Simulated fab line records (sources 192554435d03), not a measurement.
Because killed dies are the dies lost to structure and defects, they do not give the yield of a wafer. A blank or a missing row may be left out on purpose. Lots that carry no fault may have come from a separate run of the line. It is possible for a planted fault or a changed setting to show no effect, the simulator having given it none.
fab line records -- flow n5-finfet
record lots=7, wafers=39
route steps=1938 shown WELL_APT@46 FIN_SAQP@99 HKMG_FIN@442 MOL_CONTACT_COAG@559 BEOL_M1@818 BEOL_M7@1263 BEOL_M8@1377 BEOL_M9@1463 BEOL_M13@1687 BEOL_M14@1751 PAD_METAL@1896 PASSIVATION@1936
start-h: start of the lot's first displayed wafer, in hours after the record's first day -- wait-h: hours from the lot's prior step to this one -- " repeats the value in the row above -- L1.1+2: several wafers, shown together as one row -- - either no value or no given start -- * or withheld: withheld -- < > ~ a bound
route shown NAME@n: names a module that has steps shown in the file, with the first one's number in the route -- usual: mean/standard deviation taken from wafers without a fault -- same: alike in all rows -- chamber/n: place in a boat -- sites: per-site readings -- _std_site: their standard deviation -- _edge_site: the outer-site mean with the inner-site mean subtracted -- radius-mm: for every site, how far away it sits from the centre of the wafer -- mask NAME#n: copy n -- behind: the tool/chamber that last shaped the wafer -- hold: why the lot went on hold/how many hours it stayed there/how the hold came to an end -- device: whichever transistor did not switch (one of n, p or np) -- end of line: tests of these same wafers at the route's end -- for a step that has no rows: nothing shown but its recipe -- killed: count of dies lost to structure and defects at first sort (not the wafer's yield) -- map: the dies of a wafer, with x for killed, . for not killed, _ for no die there
set.NAME: the setting as run; set.NAME@STEP: as run at that earlier step -- model.NAME: the simulator's own value behind a step, which no gauge read
lots whose settings were changed on purpose; a table a step, a row a wafer
## steps
# step N5_WELL_APT_DESCUM_30
# recipe chemistry=O2, time-s=7.9, source-power-w=50, bias-power-w=20, pressure-mtorr=20, rf-frequency-hz=2.712e+07, temp-c=40, o2-flow-sccm=225
# step N5_FIN_SAQP_PECVD_48
# recipe material=SiNx, target-thk-a=250, temp-c=400, precursor=SiH4/NH3/N2, pressure-torr=1.5, rf-w=300, time-s=22.1
# step N5_HKMG_FIN_ALD_91
# recipe material=TiN, target-thk-a=10, temp-c=400, ald-precursor-family=TiCl4, ald-co-reactant=NH3, pulse-time-s=1, purge-time-s=3, co-reactant-purge-time-s=2, co-reactant-pulse-time-s=2, ald-cycles=47, pressure-torr=3
# step N5_MOL_CONTACT_COAG_ALD_27
# recipe material=SiOC, target-thk-a=170, temp-c=400, ald-precursor-family=carbosiloxane, ald-co-reactant=H2-plasma, pulse-time-s=1.5, time-s=2720, purge-time-s=2, co-reactant-purge-time-s=2, ald-cycles=340, pressure-torr=2
# step N5_BEOL_M1_SPUTTER_81
# recipe material=Cu, target-thk-a=45, temp-c=-20, chamber-pressure-pa=0.07, power-w=withheld, time-s=8.29
# step N5_BEOL_M1_DEP_57
# recipe material=SiCN, target-thk-a=80, temp-c=withheld, precursor=3MS/NH3, pressure-torr=3, rf-w=202, time-s=14
# step N5_BEOL_M7_ILD_DEP_00
# recipe material=SiCOH_lowk, target-thk-a=1797.5, temp-c=300, precursor=DEMS/porogen, pressure-torr=5, rf-w=500, time-s=33.4
# step N5_BEOL_M8_TRENCH_ETCH_37
# recipe chemistry=C4F6/O2, target-depth-a=934.78, target=SiCOH_lowk, time-s=31.2, ion-energy-ev=250, pressure-mtorr=30, source-w=345, bias-w=185, Ar_flow_sccm=300, C4F6_flow_sccm=10, O2_flow_sccm=10
# step N5_BEOL_M9_ANNEAL_51
# recipe temp-c=225, time-s=90, ambient=N2
# step N5_BEOL_M13_DEVELOP_27
# recipe develop-time-s=45, rinse-liquid=diw, dry=air-spin, dev-temp-c=21
# step N5_BEOL_M14_ETCH_68
# recipe chemistry=N2/H2, target=SOC, mask-material=SiARC, source-w=3000, bias-w=350, temp-c=40, time-s=450, ion-energy-ev=200, pressure-mtorr=30, n2-flow-sccm=200, h2-flow-sccm=200
# step N5_PASSIVATION_AL_DEP_21
# recipe material=Al, target-thk-a=28000, temp-c=400, time-s=170, power-w=30000, chamber-pressure-pa=0.4, gas=Ar
# step N5_PASSIVATION_PROBE_49
# usual killed_at_M4_up=14/5.3, killed-at-other=3.3/2.7
lot.wafer,tool,chamber,start-h,wait-h,set.time-s@WELL_APT_DESCUM_30,set.time-s@FIN_SAQP_PECVD_48,set.ald-cycles@HKMG_FIN_ALD_91,set.ald-cycles@MOL_CONTACT_COAG_ALD_27,set.target-thk-a@BEOL_M1_SPUTTER_81,set.target-thk-a@BEOL_M1_DEP_57,set.time-s@BEOL_M7_ILD_DEP_00,set.time-s@BEOL_M8_TRENCH_ETCH_37,set.time-s@BEOL_M9_ANNEAL_51,set.develop-time-s@BEOL_M13_DEVELOP_27,set.target-depth-a@BEOL_M14_ETCH_68,set.target-thk-a@PASSIVATION_AL_DEP_21,killed_at_M4_up,killed-at-other
L078.1,prober-02,-,287.97,0.0,7.9,22.1,47,340,45,80,33.4,31.2,90,45,9000,28000,17,0
L078.2,prober-02,-,288.02,0.1,7.9,22.1,47,340,45,80,33.4,31.2,90,45,9000,28000,15,2
L078.4,prober-02,-,288.12,0.2,7.9,22.1,47,340,45,80,33.4,31.2,90,45,9000,28000,12,2
L076.1,prober-02,-,300.28,0.0,11.58,22.1,66,340,45,80,39.87,40.77,90,26.76,13390,28000,15,8
L076.2,prober-02,-,300.33,0.1,7.9,22.1,47,483,24.28,80,33.4,40.77,42.55,26.76,9000,38700,18,1077
L076.3,prober-02,-,300.38,0.1,7.9,13.43,66,483,24.28,80,39.87,31.2,90,45,9000,28000,11,6
L076.4,prober-02,-,300.43,0.2,11.58,22.1,66,340,24.28,45.24,33.4,31.2,90,26.76,13390,38700,12,1080
L076.5,prober-02,-,300.48,0.2,11.58,13.43,47,483,45,45.24,33.4,40.77,42.55,45,9000,38700,12,1089
L076.6,prober-02,-,300.53,0.3,7.9,13.43,47,340,45,45.24,39.87,31.2,42.55,45,13390,28000,3,3
L080.1,prober-02,-,305.13,0.0,5.682,22.1,19,340,45,80,47.06,37.03,90,45,7183,28000,19,6
L080.2,prober-02,-,305.18,0.1,5.682,18.1,47,416,58.34,40.31,33.4,37.03,90,45,9000,28000,16,5
L080.3,prober-02,-,305.23,0.1,7.9,18.1,19,416,45,40.31,33.4,31.2,90,57.57,7183,28000,27,3
L080.4,prober-02,-,305.28,0.2,7.9,18.1,47,340,45,80,33.4,37.03,69.83,57.57,7183,28000,14,10
L080.5,prober-02,-,305.33,0.2,5.682,22.1,19,416,58.34,80,47.06,31.2,69.83,57.57,9000,28000,22,0
L080.6,prober-02,-,305.38,0.3,7.9,22.1,47,340,58.34,40.31,47.06,31.2,69.83,45,9000,28000,14,4
L083.1,prober-02,-,322.81,0.0,7.9,22.1,47,458,64.81,52.25,33.4,31.2,75.46,35.76,9000,39510,14,1077
L083.2,prober-02,-,322.86,0.1,7.9,22.1,62,340,45,80,33.4,47.21,90,35.76,9000,28000,510,0
L083.3,prober-02,-,322.91,0.1,7.9,32.33,47,458,45,80,33.4,47.21,75.46,45,9000,39510,188,912
L083.4,prober-02,-,322.96,0.2,10.13,32.33,47,340,64.81,80,33.4,31.2,75.46,45,9000,28000,8,2
L083.5,prober-02,-,323.01,0.2,10.13,22.1,62,340,45,52.25,33.4,31.2,90,45,9000,28000,24,0
L083.6,prober-02,-,323.06,0.3,10.13,32.33,62,458,64.81,52.25,33.4,47.21,90,35.76,9000,39510,51,967
L088.1,prober-01,-,342.74,0.0,9.824,22.1,47,154,45,80,33.4,31.2,90,45,12440,28000,17,3
L088.2,prober-01,-,342.79,0.1,7.9,22.1,47,154,58.56,54.67,18.5,31.2,56.92,45,9000,28000,1025,2
L088.3,prober-01,-,342.84,0.1,9.824,22.1,47,340,58.56,80,18.5,17.24,56.92,45,12440,28000,767,3
L088.4,prober-01,-,342.89,0.2,9.824,22.1,47,340,45,54.67,33.4,17.24,56.92,45,9000,28000,362,5
L088.5,prober-01,-,342.94,0.2,7.9,22.1,47,154,45,54.67,18.5,17.24,90,45,12440,28000,793,5
L088.6,prober-01,-,342.99,0.3,7.9,22.1,47,340,58.56,80,33.4,31.2,90,45,9000,28000,25,0
L089.1,prober-02,-,355.56,0.0,7.9,8.978,69,340,18.24,80,33.4,31.2,47.77,32.96,3920,28000,14,5
L089.2,prober-02,-,355.61,0.1,7.9,22.1,69,474,45,80,13.71,31.2,47.77,32.96,9000,28000,1088,0
L089.3,prober-02,-,355.66,0.1,7.9,8.978,47,474,45,115,13.71,49.03,90,45,9000,28000,1105,4
L089.4,prober-02,-,355.71,0.2,6.714,22.1,47,340,18.24,80,13.71,49.03,90,32.96,3920,28000,1072,3
L089.5,prober-02,-,355.76,0.2,6.714,22.1,47,340,45,115,33.4,49.03,47.77,45,9000,28000,370,9
L089.6,prober-02,-,355.81,0.3,6.714,8.978,69,474,18.24,115,33.4,31.2,90,45,3920,28000,9,2
L093.1,prober-02,-,377.45,0.0,3.532,27.29,29,340,45,80,43.5,48.15,90,45,4749,28000,195,6
L093.2,prober-02,-,377.50,0.1,7.9,22.1,47,340,45,80,33.4,31.2,70.43,45,4749,28000,17,1
L093.3,prober-02,-,377.55,0.1,3.532,27.29,47,340,58.88,80,33.4,48.15,90,45,9000,28000,407,0
L093.4,prober-02,-,377.60,0.2,7.9,27.29,47,340,58.88,80,43.5,48.15,70.43,67,9000,28000,264,2
L093.5,prober-02,-,377.65,0.2,3.532,22.1,29,340,58.88,80,43.5,31.2,90,67,4749,28000,8,1
L093.6,prober-02,-,377.70,0.3,7.9,22.1,29,340,45,80,33.4,31.2,70.43,67,9000,28000,17,4
# killed by level:class
L078.1 FIN_SAQP:geometric-particle:short=16 BEOL_M0_SAQP:geometric-particle:short=12 BEOL_M0_SAQP:geometric-particle:open=12 GATE_CUT:geometric-particle:short=9 STI_FIN_REVEAL:geometric-particle:open=6 BEOL_M3:geometric-particle:open=5 HKMG_FIN:area-etch=5 FIN_SAQP:geometric-particle:open=4
L078.2 FIN_SAQP:geometric-particle:short=16 BEOL_M0_SAQP:geometric-particle:open=12 DUMMY_GATE:geometric-particle:open=8 MOL_CONTACT_COAG:geometric-particle:open=8 STI_FIN_REVEAL:geometric-particle:open=7 BEOL_M0_SAQP:geometric-particle:short=7 BEOL_M1:geometric-particle:open=7 FIN_SAQP:geometric-particle:open=6
L078.4 BEOL_M0_SAQP:geometric-particle:open=7 BEOL_M4:geometric-particle:open=7 MOL_CONTACT_COAG:geometric-particle:open=6 BEOL_M2:geometric-particle:open=6 BEOL_M3:geometric-particle:open=6 FIN_SAQP:geometric-particle:short=5 GATE_CUT:geometric-particle:open=5 GATE_CUT:geometric-particle:short=5
L076.1 MOL_CONTACT_COAG:geometric-particle:open=13 STI_FIN_REVEAL:geometric-particle:open=11 BEOL_M4:geometric-particle:open=9 BEOL_M1:geometric-particle:short=8 MOL_CONTACT_COAG:geometric-particle:short=8 BEOL_M1:geometric-particle:open=7 FIN_SAQP:geometric-particle:short=5 BEOL_M0_SAQP:geometric-particle:short=5
L076.2 PASSIVATION:area-etch=1077 MOL_CONTACT_COAG:geometric-particle:open=14 ILD0:geometric-particle:open=8 FIN_SAQP:geometric-particle:open=7 BEOL_M1:geometric-particle:open=7 BEOL_M4:geometric-particle:open=7 FIN_SAQP:geometric-particle:short=6 BEOL_M3:geometric-particle:open=6
L076.3 BEOL_M0_SAQP:geometric-particle:open=15 MOL_CONTACT_COAG:geometric-particle:open=11 STI_FIN_REVEAL:geometric-particle:open=8 BEOL_M1:geometric-particle:open=8 BEOL_M0_SAQP:geometric-particle:short=7 DUMMY_GATE:geometric-particle:open=6 BEOL_M4:geometric-particle:open=6 BEOL_M2:geometric-particle:open=4
L076.4 PASSIVATION:area-etch=1079 MOL_CONTACT_COAG:geometric-particle:open=12 BEOL_M3:geometric-particle:open=11 BEOL_M0_SAQP:geometric-particle:short=8 MOL_CONTACT_COAG:geometric-particle:short=7 BEOL_M2:geometric-particle:open=7 BEOL_M0_SAQP:geometric-particle:open=5 BEOL_M1:geometric-particle:open=5
L076.5 PASSIVATION:area-etch=1087 MOL_CONTACT_COAG:geometric-particle:open=14 BEOL_M0_SAQP:geometric-particle:short=9 STI_FIN_REVEAL:geometric-particle:open=7 BEOL_M0_SAQP:geometric-particle:open=7 BEOL_M3:geometric-particle:open=7 BEOL_M0:geometric-particle:open=5 BEOL_M1:geometric-particle:open=4
L076.6 STI_FIN_REVEAL:geometric-particle:open=10 MOL_CONTACT_COAG:geometric-particle:open=10 BEOL_M1:geometric-particle:open=8 BEOL_M0:geometric-particle:open=8 BEOL_M0_SAQP:geometric-particle:short=7 BEOL_M0_SAQP:geometric-particle:open=7 BEOL_M2:geometric-particle:open=4 BEOL_M3:geometric-particle:open=3
L080.1 HKMG_FIN:area-ald=284 BEOL_M4:geometric-particle:open=10 MOL_CONTACT_COAG:geometric-particle:open=9 BEOL_M3:geometric-particle:short=6 BEOL_M0_SAQP:geometric-particle:short=5 BEOL_M1:geometric-particle:open=5 BEOL_M3:geometric-particle:open=5 STI_FIN_REVEAL:geometric-particle:open=4
L080.2 MOL_CONTACT_COAG:geometric-particle:open=11 BEOL_M2:geometric-particle:open=10 BEOL_M0_SAQP:geometric-particle:open=9 BEOL_M1:geometric-particle:open=9 STI_FIN_REVEAL:geometric-particle:open=7 BEOL_M1:geometric-particle:short=5 BEOL_M3:geometric-particle:short=4 BEOL_M3:geometric-particle:open=4
L080.3 HKMG_FIN:area-ald=123 MOL_CONTACT_COAG:geometric-particle:open=14 BEOL_M3:geometric-particle:open=13 BEOL_M4:geometric-particle:open=10 BEOL_M1:geometric-particle:open=9 STI_FIN_REVEAL:geometric-particle:open=8 BEOL_M5:geometric-particle:short=5 STARTING-WAFER:geometric-particle:short=5
L080.4 MOL_CONTACT_COAG:geometric-particle:open=9 STI_FIN_REVEAL:geometric-particle:open=7 BEOL_M0:geometric-particle:open=6 BEOL_M3:geometric-particle:open=6 BEOL_M4:geometric-particle:open=6 BEOL_M1:geometric-particle:open=5 BEOL_M2:geometric-particle:short=5 GATE_CUT:geometric-particle:short=4
L080.5 HKMG_FIN:area-ald=130 BEOL_M1:geometric-particle:open=11 STI_FIN_REVEAL:geometric-particle:open=10 BEOL_M0_SAQP:geometric-particle:short=8 BEOL_M4:geometric-particle:open=7 MOL_CONTACT_COAG:geometric-particle:open=6 BEOL_M0:geometric-particle:open=6 BEOL_M2:geometric-particle:open=6
L080.6 STI_FIN_REVEAL:geometric-particle:open=11 MOL_CONTACT_COAG:geometric-particle:open=10 BEOL_M3:geometric-particle:open=6 FIN_SAQP:geometric-particle:open=5 BEOL_M4:geometric-particle:open=5 GATE_CUT:geometric-particle:short=4 BEOL_M2:geometric-particle:open=4 GATE_CUT:geometric-particle:open=3
L083.1 PASSIVATION:area-etch=1075 MOL_CONTACT_COAG:geometric-particle:open=19 STI_FIN_REVEAL:geometric-particle:open=14 BEOL_M2:geometric-particle:open=7 BEOL_M4:geometric-particle:short=7 BEOL_M3:geometric-particle:open=6 FIN_SAQP:geometric-particle:short=5 FIN_SAQP:geometric-particle:open=4
L083.2 BEOL_M8:area-etch=494 BEOL_M2:geometric-particle:open=9 BEOL_M3:geometric-particle:open=9 FIN_SAQP:geometric-particle:open=7 MOL_CONTACT_COAG:geometric-particle:open=7 FIN_SAQP:geometric-particle:short=6 BEOL_M4:geometric-particle:open=5 STI_FIN_REVEAL:geometric-particle:open=4
L083.3 PASSIVATION:area-etch=912 BEOL_M8:area-etch=178 MOL_CONTACT_COAG:geometric-particle:open=22 BEOL_M0_SAQP:geometric-particle:short=9 BEOL_M0_SAQP:geometric-particle:open=7 FIN_SAQP:geometric-particle:short=6 MOL_CONTACT_COAG:geometric-particle:short=6 BEOL_M3:geometric-particle:open=6
L083.4 MOL_CONTACT_COAG:geometric-particle:open=12 BEOL_M0_SAQP:geometric-particle:short=10 BEOL_M2:geometric-particle:open=8 STI_FIN_REVEAL:geometric-particle:open=7 BEOL_M0_SAQP:geometric-particle:open=7 BEOL_M3:geometric-particle:open=6 BEOL_M1:geometric-particle:open=5 MOL_CONTACT_COAG:geometric-particle:short=4
L083.5 MOL_CONTACT_COAG:geometric-particle:open=16 BEOL_M4:geometric-particle:open=14 STI_FIN_REVEAL:geometric-particle:open=10 MOL_CONTACT_COAG:geometric-particle:short=10 BEOL_M3:geometric-particle:open=7 STARTING-WAFER:geometric-particle:open=7 BEOL_M2:geometric-particle:open=6 FIN_SAQP:geometric-particle:short=3
L083.6 PASSIVATION:area-etch=964 MOL_CONTACT_COAG:area-etch=65 BEOL_M8:area-etch=33 MOL_CONTACT_COAG:geometric-particle:open=16 BEOL_M3:geometric-particle:open=14 BEOL_M2:geometric-particle:open=13 BEOL_M0_SAQP:geometric-particle:open=12 BEOL_M4:geometric-particle:open=9
L088.1 STI_FIN_REVEAL:geometric-particle:open=16 MOL_CONTACT_COAG:geometric-particle:open=11 BEOL_M4:geometric-particle:open=11 BEOL_M3:geometric-particle:open=8 FIN_SAQP:geometric-particle:open=6 STARTING-WAFER:geometric-particle:short=6 GATE_CUT:geometric-particle:short=4 BEOL_M4:geometric-particle:short=3
L088.2 BEOL_M7:area-dep=1008 FIN_SAQP:geometric-particle:short=9 FIN_SAQP:geometric-particle:open=8 BEOL_M2:geometric-particle:open=8 DUMMY_GATE:geometric-particle:open=7 MOL_CONTACT_COAG:geometric-particle:open=5 BEOL_M0_SAQP:geometric-particle:short=5 BEOL_M0_SAQP:geometric-particle:open=4
L088.3 BEOL_M7:area-dep=677 BEOL_M8:area-ecd=78 FIN_SAQP:geometric-particle:short=12 GATE_CUT:geometric-particle:short=11 MOL_CONTACT_COAG:geometric-particle:open=9 BEOL_M2:geometric-particle:open=6 MOL_CONTACT_COAG:geometric-particle:short=6 BEOL_M2:geometric-particle:short=4
L088.4 BEOL_M8:area-ecd=349 MOL_CONTACT_COAG:geometric-particle:open=19 STI_FIN_REVEAL:geometric-particle:open=5 DUMMY_GATE:geometric-particle:open=4 BEOL_M2:geometric-particle:open=4 BEOL_M3:geometric-particle:open=4 BEOL_M4:geometric-particle:open=4 PAD_METAL:geometric-particle:open=4
L088.5 BEOL_M7:area-dep=676 BEOL_M8:area-ecd=108 MOL_CONTACT_COAG:geometric-particle:open=21 BEOL_M2:geometric-particle:open=12 FIN_SAQP:geometric-particle:open=8 BEOL_M0_SAQP:geometric-particle:short=6 BEOL_M4:geometric-particle:open=4 FIN_SAQP:geometric-particle:short=4
L088.6 MOL_CONTACT_COAG:geometric-particle:open=17 STI_FIN_REVEAL:geometric-particle:open=14 BEOL_M4:geometric-particle:open=13 BEOL_M2:geometric-particle:open=8 BEOL_M8:geometric-particle:open=7 BEOL_M0_SAQP:geometric-particle:short=6 BEOL_M0_SAQP:geometric-particle:open=6 GATE_CUT:geometric-particle:open=5
L089.1 MOL_CONTACT_COAG:geometric-particle:open=14 STI_FIN_REVEAL:geometric-particle:open=11 BEOL_M4:geometric-particle:open=11 BEOL_M0:geometric-particle:open=7 BEOL_M0_SAQP:geometric-particle:short=6 FIN_SAQP:geometric-particle:short=5 DUMMY_GATE:geometric-particle:short=4 BEOL_M0_SAQP:geometric-particle:open=4
L089.2 BEOL_M7:area-dep=1078 MOL_CONTACT_COAG:geometric-particle:open=16 BEOL_M0_SAQP:geometric-particle:open=10 STI_FIN_REVEAL:geometric-particle:open=9 BEOL_M2:geometric-particle:open=9 BEOL_M0_SAQP:geometric-particle:short=7 STARTING-WAFER:geometric-particle:short=6 BEOL_M4:geometric-particle:open=6
L089.3 BEOL_M7:area-dep=1091 BEOL_M0_SAQP:geometric-particle:open=16 BEOL_M0_SAQP:geometric-particle:short=11 MOL_CONTACT_COAG:geometric-particle:open=7 FIN_SAQP:geometric-particle:open=5 FIN_SAQP:geometric-particle:short=5 STI_FIN_REVEAL:geometric-particle:open=5 BEOL_M4:geometric-particle:open=5
L089.4 BEOL_M7:area-dep=1064 STI_FIN_REVEAL:geometric-particle:open=23 BEOL_M0_SAQP:geometric-particle:open=11 BEOL_M0_SAQP:geometric-particle:short=11 STI_FIN_REVEAL:geometric-particle:short=9 MOL_CONTACT_COAG:geometric-particle:open=8 MOL_CONTACT_COAG:geometric-particle:short=5 BEOL_M1:interface-void-opened=5
L089.5 BEOL_M8:area-etch=360 BEOL_M0_SAQP:geometric-particle:short=20 STI_FIN_REVEAL:geometric-particle:open=14 MOL_CONTACT_COAG:geometric-particle:open=12 BEOL_M0_SAQP:geometric-particle:open=7 FIN_SAQP:geometric-particle:open=5 BEOL_M3:geometric-particle:open=5 BEOL_M4:geometric-particle:open=5
L089.6 STI_FIN_REVEAL:geometric-particle:open=14 MOL_CONTACT_COAG:geometric-particle:open=14 BEOL_M0_SAQP:geometric-particle:open=11 FIN_SAQP:geometric-particle:open=6 BEOL_M0_SAQP:geometric-particle:short=6 BEOL_M4:geometric-particle:open=6 FIN_SAQP:geometric-particle:short=4 BEOL_M2:geometric-particle:open=4
L093.1 HKMG_FIN:area-ald=188 BEOL_M8:area-etch=183 STI_FIN_REVEAL:geometric-particle:open=21 MOL_CONTACT_COAG:geometric-particle:open=13 BEOL_M0_SAQP:geometric-particle:open=9 FIN_SAQP:geometric-particle:short=6 BEOL_M0_SAQP:geometric-particle:short=6 GATE_CUT:geometric-particle:short=5
L093.2 MOL_CONTACT_COAG:geometric-particle:open=15 FIN_SAQP:geometric-particle:short=13 STI_FIN_REVEAL:geometric-particle:open=7 BEOL_M4:geometric-particle:open=7 BEOL_M1:geometric-particle:short=7 BEOL_M2:geometric-particle:open=7 MOL_CONTACT_COAG:geometric-particle:short=6 BEOL_M0_SAQP:geometric-particle:short=6
L093.3 BEOL_M8:area-etch=400 MOL_CONTACT_COAG:geometric-particle:open=28 FIN_SAQP:geometric-particle:open=10 FIN_SAQP:geometric-particle:short=9 BEOL_M0_SAQP:geometric-particle:open=8 STI_FIN_REVEAL:geometric-particle:open=7 BEOL_M1:geometric-particle:short=7 STARTING-WAFER:geometric-particle:open=7
L093.4 BEOL_M8:area-etch=254 STI_FIN_REVEAL:geometric-particle:open=18 MOL_CONTACT_COAG:geometric-particle:open=16 FIN_SAQP:geometric-particle:open=15 FIN_SAQP:geometric-particle:short=12 MOL_CONTACT_COAG:geometric-particle:short=5 BEOL_M1:geometric-particle:short=5 BEOL_M2:geometric-particle:open=5
L093.5 HKMG_FIN:area-ald=161 MOL_CONTACT_COAG:geometric-particle:open=17 STI_FIN_REVEAL:geometric-particle:open=14 FIN_SAQP:geometric-particle:short=9 FIN_SAQP:geometric-particle:open=8 BEOL_M1:geometric-particle:short=7 BEOL_M2:geometric-particle:open=7 BEOL_M1:geometric-particle:open=5
L093.6 HKMG_FIN:area-ald=187 STI_FIN_REVEAL:geometric-particle:open=18 FIN_SAQP:geometric-particle:short=9 MOL_CONTACT_COAG:geometric-particle:open=9 FIN_SAQP:geometric-particle:open=8 BEOL_M1:geometric-particle:open=6 BEOL_M2:geometric-particle:open=5 DUMMY_GATE:geometric-particle:open=4
## key
split step=N5_WELL_APT_DESCUM_30, setting=time-s, stated-as=7.9
response none clear
split step=N5_FIN_SAQP_PECVD_48, setting=time-s, stated-as=22.1
response none clear
split step=N5_HKMG_FIN_ALD_91, setting=ald-cycles, stated-as=47
response none clear
split step=N5_MOL_CONTACT_COAG_ALD_27, setting=ald-cycles, stated-as=340
response none clear
split step=N5_BEOL_M1_SPUTTER_81, setting=target-thk-a, stated-as=45
response none clear
split step=N5_BEOL_M1_DEP_57, setting=target-thk-a, stated-as=80
response none clear
split step=N5_BEOL_M7_ILD_DEP_00, setting=time-s, stated-as=33.4
response step=N5_PASSIVATION_PROBE_49, reading=killed_at_M4_up, slope=-10.5, per=1%, together-with=all, explained=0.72
split step=N5_BEOL_M8_TRENCH_ETCH_37, setting=time-s, stated-as=31.2
response none clear
split step=N5_BEOL_M9_ANNEAL_51, setting=time-s, stated-as=90
response none clear
split step=N5_BEOL_M13_DEVELOP_27, setting=develop-time-s, stated-as=45
response none clear
split step=N5_BEOL_M14_ETCH_68, setting=target-depth-a, stated-as=9000
response none clear
split step=N5_PASSIVATION_AL_DEP_21, setting=target-thk-a, stated-as=28000
response step=N5_PASSIVATION_PROBE_49, reading=killed-at-other, slope=+26.1, per=1%, together-with=all, explained=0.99
